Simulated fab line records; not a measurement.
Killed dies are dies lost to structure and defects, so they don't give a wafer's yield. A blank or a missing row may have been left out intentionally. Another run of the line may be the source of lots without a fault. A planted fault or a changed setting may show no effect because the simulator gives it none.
Which of the tools did it?	flow n5Finfet	14 lots, 41 wafers sampled, at 7 steps of a route of 1938

== WHAT THE GAUGES SHOWED, per wafer ==
N5_SD_EPI_P_INSPECT_11: inspects for defects (macro).
lot	measured	on	rawDefectCount
L361	day 3 12:04	defectInspect-01	1 3 1
L365	day 4 11:44	defectInspect-01	3 1
L366	day 4 22:05	defectInspect-02	0 3 2
L371	day 5 22:58	defectInspect-01	0 3 5
L373	day 6 12:25	defectInspect-01	3 2 3
L374	day 6 17:06	defectInspect-02	3 0 2
L376	day 7 04:52	defectInspect-02	2 4 1
L377	day 7 10:15	defectInspect-02	0 2 1
L378	day 7 16:59	defectInspect-01	2 3 2
L379	day 7 22:54	defectInspect-02	3 4 4
L380	day 8 04:09	defectInspect-02	5 1 0
L381	day 8 10:04	defectInspect-01	2 1 1
L382	day 8 21:37	defectInspect-01	2 0 4
L383	day 9 00:52	defectInspect-02	1 4 1

N5_SD_EPI_P_EPI_MEAS_23.
lot	measured	on	thkNm (nm)
L361	day 3 15:53	filmMetro-01	59.6 60.2 61.6
L365	day 4 15:21	filmMetro-01	61.5 87.0
L366	day 5 01:40	filmMetro-01	61.2 61.8 58.8
L371	day 6 02:52	filmMetro-01	58.4 88.1 58.4
L373	day 6 16:14	filmMetro-01	61.2 60.8 60.4
L374	day 6 20:42	filmMetro-01	62.7 59.2 62.9
L376	day 7 09:57	filmMetro-02	61.0 60.5 60.2
L377	day 7 13:49	filmMetro-01	59.7 62.8 62.6
L378	day 7 20:34	filmMetro-01	59.8 59.6 60.8
L379	day 8 02:49	filmMetro-01	62.2 63.1 60.5
L380	day 8 07:55	filmMetro-01	61.4 62.5 61.2
L381	day 8 13:39	filmMetro-01	60.2 60.0 58.7
L382	day 9 01:13	filmMetro-01	62.1 60.3 61.1
L383	day 9 04:26	filmMetro-02	60.3 60.5 60.9

N5_SD_ACTIVATION_RS_MEAS_03: a four-point-probe measurement.
lot	measured	on	RS_SD_N (ohm/sq)	RS_SD_P (ohm/sq)
L361	day 3 16:31	filmMetro-01	22.3 22.3 22.2	56.3 56.7 55.4
L365	day 4 16:13	filmMetro-01	22.0 22.2	55.5 37.8
L366	day 5 02:16	filmMetro-02	21.5 21.8 22.1	55.2 55.2 55.1
L371	day 6 03:38	filmMetro-01	21.9 22.1 21.6	58.0 39.3 57.7
L373	day 6 16:53	filmMetro-02	21.6 21.6 21.3	54.9 54.8 55.2
L374	day 6 22:22	filmMetro-01	21.9 22.0 21.8	56.0 56.5 56.8
L376	day 7 10:34	filmMetro-02	21.7 21.5 21.6	56.6 56.2 56.3
L377	day 7 14:28	filmMetro-02	22.2 21.8 22.1	56.3 54.6 55.4
L378	day 7 21:19	filmMetro-02	22.6 22.5 22.1	56.2 56.6 56.8
L379	day 8 03:25	filmMetro-02	21.8 21.5 21.8	55.5 54.9 54.9
L380	day 8 08:32	filmMetro-02	21.8 22.1 21.9	56.1 56.0 56.6
L381	day 8 14:21	filmMetro-01	21.5 21.5 21.2	56.0 56.2 57.1
L382	day 9 01:49	filmMetro-02	22.2 22.3 21.9	55.3 55.5 56.0
L383	day 9 05:04	filmMetro-02	21.2 21.7 21.2	57.3 57.8 58.0

N5_BEOL_M4_RC_MEAS_101.
lot	measured	on	DIBL_N (mV/V)	DIBL_P (mV/V)	IOFF_N (nA/um)	IOFF_P (nA/um)	ION_N (uA/um)	ION_P (uA/um)	REXT_P (ohm.um)	RS_SD_P (ohm/sq)	SS_N (mV/dec)	SS_P (mV/dec)	VT_N (mV)	VT_P (mV)
L361	day 8 20:34	prober-02	38.5 38.2 37.8	39.0 39.0 37.4	0.19 0.21 0.19	0.25 0.24 0.22	671 675 667	461 460 457	101.5 101.0 102.9	66.0 66.2 65.3	71.5 71.9 72.0	73.3 74.6 73.4	250 245 250	-250 -250 -249
L365	day 9 12:34	prober-01	37.7 34.6	38.4 34.7	0.17 0.13	0.21 0.19	670 671	455 468	99.6 94.1	65.6 44.7	72.2 71.1	73.5 72.0	251 252	-253 -250
L366	day 10 17:13	prober-01	35.5 36.9 39.9	35.9 37.3 40.9	0.15 0.17 0.24	0.21 0.22 0.27	669 669 687	461 460 463	98.2 96.8 98.4	64.7 65.5 65.4	71.5 72.1 73.2	72.5 73.8 74.7	248 250 244	-252 -252 -250
L371	day 10 21:02	prober-02	37.4 36.3 37.2	38.1 37.2 36.4	0.18 0.16 0.16	0.23 0.27 0.21	675 687 689	459 485 470	102.7 94.7 102.0	67.1 46.3 66.9	71.5 71.8 71.9	74.1 73.4 73.1	248 249 248	-251 -244 -250
L373	day 12 07:16	prober-01	34.9 35.1 34.5	37.2 36.2 36.0	0.14 0.13 0.13	0.22 0.19 0.19	669 664 674	465 460 463	97.2 98.2 97.2	64.1 64.3 64.6	70.8 71.2 71.3	73.9 74.0 73.4	252 255 250	-251 -253 -253
L374	day 12 16:13	prober-01	36.7 35.1 37.1	38.6 35.9 38.7	0.16 0.14 0.19	0.23 0.18 0.23	667 662 691	458 453 466	98.2 99.5 99.6	66.0 65.3 65.4	71.5 72.0 71.7	74.3 74.2 74.5	250 252 245	-251 -257 -253
L376	day 12 08:33	prober-02	34.4 36.2 34.7	35.6 37.1 35.4	0.13 0.15 0.13	0.18 0.22 0.18	669 677 654	461 474 457	99.8 98.8 99.0	67.0 66.5 66.1	69.5 71.6 71.0	72.7 73.1 73.0	251 249 251	-253 -247 -251
L377	day 12 18:59	prober-02	39.3 40.1 37.9	41.1 41.8 40.0	0.23 0.24 0.21	0.29 0.32 0.28	690 694 692	478 473 478	100.7 100.2 99.1	66.5 63.9 65.5	71.9 72.3 72.5	73.8 74.4 74.2	243 243 243	-244 -242 -242
L378	day 12 23:07	prober-02	38.5 36.2 35.7	35.5 32.7 33.9	0.19 0.14 0.16	0.22 0.17 0.20	677 662 686	463 453 471	101.9 101.9 99.5	66.3 66.8 67.0	73.4 71.1 71.4	73.6 72.6 72.8	249 253 250	-246 -251 -249
L379	day 13 12:44	prober-02	39.0 38.3 39.3	38.1 37.9 38.2	0.20 0.18 0.21	0.21 0.22 0.22	679 678 677	459 469 456	100.2 100.0 100.0	65.5 64.4 64.7	72.0 72.0 72.1	72.6 73.0 73.0	248 247 248	-252 -251 -249
L380	day 13 12:33	prober-01	35.7 36.7 32.1	34.9 36.2 30.0	0.15 0.17 0.10	0.19 0.22 0.14	678 686 662	461 464 456	102.2 101.1 102.6	64.4 64.5 65.9	71.4 71.0 70.7	73.1 73.8 72.4	251 250 256	-249 -249 -255
L381	day 13 14:30	prober-02	38.1 39.6 37.0	36.4 38.4 35.7	0.17 0.20 0.15	0.25 0.29 0.23	687 671 683	471 462 470	99.0 98.0 100.0	66.0 65.4 66.4	71.4 72.5 70.7	73.9 73.2 73.3	247 250 249	-248 -247 -248
L382	day 14 18:44	prober-02	37.6 36.9 36.6	38.4 37.5 37.7	0.18 0.16 0.16	0.24 0.22 0.23	684 671 676	467 460 469	100.5 100.7 100.7	65.5 65.3 65.6	72.0 71.8 71.8	72.7 73.1 73.9	248 249 249	-250 -254 -251
L383	day 15 19:44	prober-01	36.6 36.8 35.9	36.4 35.9 35.0	0.15 0.16 0.14	0.19 0.20 0.18	669 682 670	454 464 455	98.9 100.0 99.6	67.1 67.7 67.9	71.8 71.9 71.6	72.8 73.6 73.4	251 248 251	-252 -253 -254

== WHAT TOOL EACH LOT RAN ON (gives the tool, then ch and the chambers of the sampled wafers, and finally the start) ==
lot	N5_SD_EPI_N_ETCH_16	N5_SD_EPI_N_STRIP_38	N5_SD_EPI_P_EPI_21
L361	rieDiel-04 ch 0,2, day 3 08:16	plasmaAsher-01 ch 0,1, day 3 08:27	epiRpcvd-04 ch 0, day 3 14:02
L365	rieDiel-04 ch 1,2, day 4 07:14	plasmaAsher-02 ch 0,1, day 4 07:24	epiRpcvd-04 ch 0, day 4 13:08
L366	rieDiel-02 ch 1,2,3, day 4 17:08	plasmaAsher-02 ch 0,1, day 4 17:18	epiRpcvd-03 ch 0, day 4 23:28
L371	rieDiel-04 ch 1,2,3, day 5 19:18	plasmaAsher-02 ch 0,1, day 5 19:28	epiRpcvd-04 ch 0, day 6 00:40
L373	rieDiel-02 ch 1,2, day 6 08:26	plasmaAsher-01 ch 0,1, day 6 08:49	epiRpcvd-02 ch 0, day 6 14:45
L374	rieDiel-02 ch 0,2,3, day 6 12:41	plasmaAsher-01 ch 0,1, day 6 12:52	epiRpcvd-03 ch 0, day 6 18:29
L376	rieDiel-02 ch 1,2,3, day 7 01:02	plasmaAsher-02 ch 0,1, day 7 01:14	epiRpcvd-03 ch 0, day 7 07:31
L377	rieDiel-01 ch 0,3, day 7 06:28	plasmaAsher-01 ch 0,1, day 7 06:38	epiRpcvd-02 ch 0, day 7 12:21
L378	rieDiel-04 ch 2,3, day 7 13:10	plasmaAsher-01 ch 0,1, day 7 13:20	epiRpcvd-02 ch 0, day 7 18:44
L379	rieDiel-01 ch 1,2,3, day 7 19:14	plasmaAsher-02 ch 0,1, day 7 19:24	epiRpcvd-02 ch 0, day 8 00:37
L380	rieDiel-02 ch 2,3, day 8 00:20	plasmaAsher-02 ch 0,1, day 8 00:31	epiRpcvd-03 ch 0, day 8 05:44
L381	rieDiel-01 ch 0,1,2, day 8 06:16	plasmaAsher-01 ch 0,1, day 8 06:26	epiRpcvd-04 ch 0, day 8 11:49
L382	rieDiel-04 ch 0,2,3, day 8 17:46	plasmaAsher-01 ch 0,1, day 8 17:56	epiRpcvd-04 ch 0, day 8 23:01
L383	rieDiel-04 ch 0,2,3, day 8 20:45	plasmaAsher-01 ch 0,1, day 8 20:55	epiRpcvd-02 ch 0, day 9 02:14
- N5_SD_EPI_N_ETCH_16: etches SiO2 in CHF3/O2, target depth 5 nm.
- N5_SD_EPI_N_STRIP_38: strips in N2/H2.
- N5_SD_EPI_P_EPI_21: deposits SiGe:B, time 355 s.

== AS READ BY THE TOOLS THEMSELVES (means over the sampled wafers that have a number; for cases with no such wafer, the mark the record gives instead) ==
N5_SD_EPI_N_ETCH_16.
lot	tool	drypumpMotorCurrentA (A)	oesProductAu (a.u.)	rfVppV (V)	showerheadPlenumPTorr (Torr)	throttleValvePct (%)
L361	rieDiel-04	5.7	0.84	518	2.35	18.72
L365	rieDiel-04	6.1	0.80	510	2.43	18.85
L366	rieDiel-02	5.8	0.75	518	2.38	18.89
L371	rieDiel-04	6.0	0.80	513	2.43	18.86
L373	rieDiel-02	5.8	0.76	517	2.32	18.90
L374	rieDiel-02	5.6	0.71	516	2.40	18.92
L376	rieDiel-02	5.7	0.73	518	2.38	18.92
L377	rieDiel-01	4.9	0.82	523	2.49	18.69
L378	rieDiel-04	5.8	0.82	516	2.39	18.78
L379	rieDiel-01	5.5	0.82	528	2.49	18.78
L380	rieDiel-02	5.7	0.69	518	2.42	18.94
L381	rieDiel-01	5.5	0.77	533	2.44	18.94
L382	rieDiel-04	5.7	0.84	523	2.44	18.71
L383	rieDiel-04	5.8	0.84	522	2.44	18.72

N5_SD_EPI_N_STRIP_38.
lot	tool	drypumpMotorCurrentA (A)	heaterPowerW (W)	oesProductAu (a.u.)
L361	plasmaAsher-01	5.5	296	0.757
L365	plasmaAsher-02	6.0	318	0.754
L366	plasmaAsher-02	6.0	322	0.761
L371	plasmaAsher-02	5.9	317	0.756
L373	plasmaAsher-01	5.3	327	0.760
L374	plasmaAsher-01	5.5	298	0.760
L376	plasmaAsher-02	6.1	324	0.756
L377	plasmaAsher-01	5.3	327	0.761
L378	plasmaAsher-01	5.5	299	0.761
L379	plasmaAsher-02	5.9	318	0.759
L380	plasmaAsher-02	5.9	318	0.760
L381	plasmaAsher-01	5.5	292	0.757
L382	plasmaAsher-01	5.4	329	0.764
L383	plasmaAsher-01	5.5	295	0.769

N5_SD_EPI_P_EPI_21.
lot	tool	susceptor_temp_C_max
L361	epiRpcvd-04	551.1
L365	epiRpcvd-04	551.1
L366	epiRpcvd-03	550.9
L371	epiRpcvd-04	551.1
L373	epiRpcvd-02	552.0
L374	epiRpcvd-03	551.3
L376	epiRpcvd-03	551.5
L377	epiRpcvd-02	551.3
L378	epiRpcvd-02	551.5
L379	epiRpcvd-02	551.8
L380	epiRpcvd-03	551.0
L381	epiRpcvd-04	551.2
L382	epiRpcvd-04	550.9
L383	epiRpcvd-02	551.7

== THE ANSWER, worked out from the rows above alone ==
Rule: the lots themselves supply what counts as usual. The widest of any qualifying gaps counts: lots, ordered by their means at a reading, are off when they make up no more than a third of the lots, leave a main group of 4 or more, and stand apart from it by 3 or more times the standard deviation of that group's means. A main group whose means are all the same, to the digits that the tables above print for the reading, isn't used. Also off: a lot with no number at a reading for which 4 or more lots have one. Any other lot the step has rows for is counted as sound. The gauges are gone through in route order, then the tools' own readings, and for those a lot's mean is taken as printed above. At the first step where some lot is off, the reading lying furthest off is the one used; lots without a number count as furthest.
Off at N5_SD_EPI_P_EPI_MEAS_23 (thkNm): L365, L371. Mean 60.9 nm and standard deviation 0.69 in the main group.
If a tool, at a process step before that reading, ran all the lots that are off and no sound lot after the first of them, it fits. Not tried: the gauges at N5_SD_EPI_P_EPI_MEAS_23; whatever is off there is also off at N5_BEOL_M4_RC_MEAS_101, on other tools, and gauge error can't account for it. Of those tried, none fits.

== WHAT HAD BEEN PUT IN BY THE SIMULATOR ==
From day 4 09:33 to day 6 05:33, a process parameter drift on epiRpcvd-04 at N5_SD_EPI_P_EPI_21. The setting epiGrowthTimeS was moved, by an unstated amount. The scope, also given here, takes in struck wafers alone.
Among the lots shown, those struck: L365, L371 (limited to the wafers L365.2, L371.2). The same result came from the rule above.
